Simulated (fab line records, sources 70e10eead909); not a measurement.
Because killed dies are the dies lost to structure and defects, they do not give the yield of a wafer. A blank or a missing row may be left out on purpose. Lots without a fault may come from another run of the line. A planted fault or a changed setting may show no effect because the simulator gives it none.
Chamber matching | flow nand harc | NHARC_A_DECK1_JOINT_ETCHBACK_07 on rie si-06 has 4 sister chambers
The step etches the open film in HBr, target depth 105 nm, time 26.9 s. 7 wafers are shown with their chamber, then 8 later ones without.

## WAFERS, EACH WITH ITS CHAMBER
wafer  | chamber | oes product au (a.u.) | throttle valve pct (%)
L087.2 | 1       | 0.979                 | 23.261
L087.5 | 2       | 0.990                 | 23.275
L089.1 | 2       | 1.000                 | 23.262
L089.6 | 0       | 1.012                 | 23.271
L092.3 | 1       | 0.987                 | 23.261
L092.5 | 3       | 0.973                 | 23.260
L094.2 | 3       | 0.985                 | 23.250

## WAFERS WHOSE CHAMBER IS MISSING
wafer  | oes product au (a.u.) | throttle valve pct (%)
L094.3 | 1.005                 | 23.251
L094.5 | 1.009                 | 23.270
L096.1 | 1.012                 | 23.267
L096.4 | 1.015                 | 23.282
L096.6 | 0.983                 | 23.279
L097.2 | 0.980                 | 23.272
L097.3 | 1.002                 | 23.259
L097.4 | 1.017                 | 23.273

## WHICH CHAMBER EACH ONE RAN IN
wafer  | from the rows above               | in truth
L094.3 | can't be placed: 2 or 0 or 1 or 3 | 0
L094.5 | can't be placed: 0 or 2           | 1
L096.1 | can't be placed: 0 or 2           | 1
L096.4 | can't be placed: 0 or 2           | 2
L096.6 | can't be placed: 2 or 1 or 3 or 0 | 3
L097.2 | can't be placed: 1 or 2 or 3      | 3
L097.3 | can't be placed: 2 or 0 or 1 or 3 | 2
L097.4 | 0                                 | 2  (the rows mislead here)
Placed correctly: 0 of 8. Not placeable from these rows: 7 (in 5, the candidates include the true chamber). Placed wrongly: 1.
How it was worked out, from the rows above alone: a wafer's distance from a chamber is the root of the sum, over the readings, of the square of ((its reading less the chamber's mean) divided by the reading's scatter). The wafer belongs to the nearest chamber; if the next one is less than 2 further off, it can't be placed. For every chamber, the mean is computed from those of its wafers that are shown. How the scatter is found: for the shown wafers, subtract from each reading the mean of its chamber, square and add these, divide the total by (wafers less chambers), then take the root.
